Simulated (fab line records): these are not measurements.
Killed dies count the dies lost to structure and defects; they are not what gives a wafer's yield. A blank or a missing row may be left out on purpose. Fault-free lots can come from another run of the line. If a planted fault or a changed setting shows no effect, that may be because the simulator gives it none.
Which tool was responsible? | flow nand_harc | 14 lots (42 wafers sampled), 1 step of a 1159-step route

WHAT THE GAUGES SHOWED, per wafer
NHARC_P_GATE_CD_MEAS_91 targets a cd of 2000 nm. Usual: cd_nm at 2000.3 nm, with a standard deviation of 2.
lot  | measured     | on        | cd_nm (nm)           | flag
L147 | day 5 09:35  | cd_sem-03 | 1999.2 1998.2 1997.2 |
L149 | day 5 21:11  | cd_sem-02 | 2002.0 2002.1 2001.3 |
L150 | day 6 03:16  | cd_sem-03 | 2002.5 2003.4 2001.3 |
L154 | day 6 20:15  | cd_sem-03 | 1999.2 1996.6 2000.1 |
L153 | day 6 21:19  | cd_sem-03 | 1999.8 2000.2 1998.6 |
L157 | day 8 00:04  | cd_sem-01 | 1997.7 2000.5 1998.7 |
L163 | day 9 07:55  | cd_sem-02 | 1999.5 2000.0 2001.5 |
L162 | day 9 08:00  | cd_sem-01 | 1995.8 1999.9 1997.8 |
L165 | day 9 19:32  | cd_sem-03 | 2004.2 2003.1 2001.4 |
L164 | day 9 20:22  | cd_sem-01 | 2004.9 2003.2 2001.8 |
L167 | day 10 08:48 | cd_sem-02 | 1996.8 1997.4 1999.8 |
L168 | day 10 15:29 | cd_sem-01 | 2000.3 1998.0 1998.5 |
L169 | day 10 16:29 | cd_sem-03 | 1999.2 1999.9 1998.4 |
L170 | day 11 02:32 | cd_sem-03 | 2000.8 2001.1 2001.7 |

WHICH TOOL RAN EACH LOT (tool, then ch and the chambers of the sampled wafers, then the start)
Record: no process step prior to these readings.

WHAT THE TOOLS THEMSELVES READ (means of the sampled wafers that have a number; where no wafer has one, the mark that the record gives instead)
The record holds no such reading with a usual standard deviation.

THE ANSWER, worked out from the rows above alone
Rule: a lot is off if the mean of its wafers that have a number lies more than 3 standard deviations from the usual mean. Also off: a lot with no number at a reading for which 4 or more lots have one. Where the step has rows for the other lots, those lots are counted as sound. The gauges are gone through in route order, then the tools' own readings, and for those a lot's mean is taken as printed above. The first step at which some lot is off is used, and at that step the reading that is off furthest; a lot without a number counts as furthest.
No lot is off on any of the readings shown, so nothing can be concluded from this.

WHAT WAS PUT IN BY THE SIMULATOR
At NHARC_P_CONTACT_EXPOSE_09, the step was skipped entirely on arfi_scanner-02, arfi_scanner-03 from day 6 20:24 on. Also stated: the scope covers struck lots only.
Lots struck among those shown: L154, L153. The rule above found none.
